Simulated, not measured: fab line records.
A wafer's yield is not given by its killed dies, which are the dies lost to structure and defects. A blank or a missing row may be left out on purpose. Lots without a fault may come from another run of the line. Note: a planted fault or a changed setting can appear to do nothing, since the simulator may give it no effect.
Matching of chambers	flow nand_harc	NHARC_P_BONDPAD_DEP_00 on pecvd-01 has 3 sister chambers
The step deposits SiCN, target thk 250 nm. 3 wafers are shown with their chamber, then 8 later ones without.

WAFERS PAIRED WITH THEIR CHAMBERS
wafer	chamber	heater_power_w (W)
L523.2	0	726
L523.5	1	603
L522.4	2	393

WAFERS WITH NO CHAMBER GIVEN
wafer	heater_power_w (W)
L522.5	585
L522.6	728
L525.3	553
L525.5	562
L525.6	738
L534.1	636
L534.3	449
L534.4	638

EACH ONE'S CHAMBER
wafer	from the rows above	in truth
L522.5	1	1
L522.6	0	0
L525.3	1	1
L525.5	1	1
L525.6	0	0
L534.1	can't be placed: 1 or 0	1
L534.3	2	2
L534.4	can't be placed: 1 or 0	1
Placed correctly: 6 of 8. From these rows, 2 cannot be placed; in 2 the true chamber is one of the candidates. Placed wrongly: 0.
How it was worked out, from the rows above alone: a wafer's distance from a chamber is the root of the sum, over the readings, of the square of ((its reading less the chamber's mean) divided by the reading's scatter). The wafer belongs to the nearest chamber; if the next one is less than 2 further off, it can't be placed. The mean given for a chamber averages the wafers shown for that chamber. The scatter: with one shown wafer a chamber, the root of the mean of the squares of how far each hidden wafer lies from its nearest shown one.
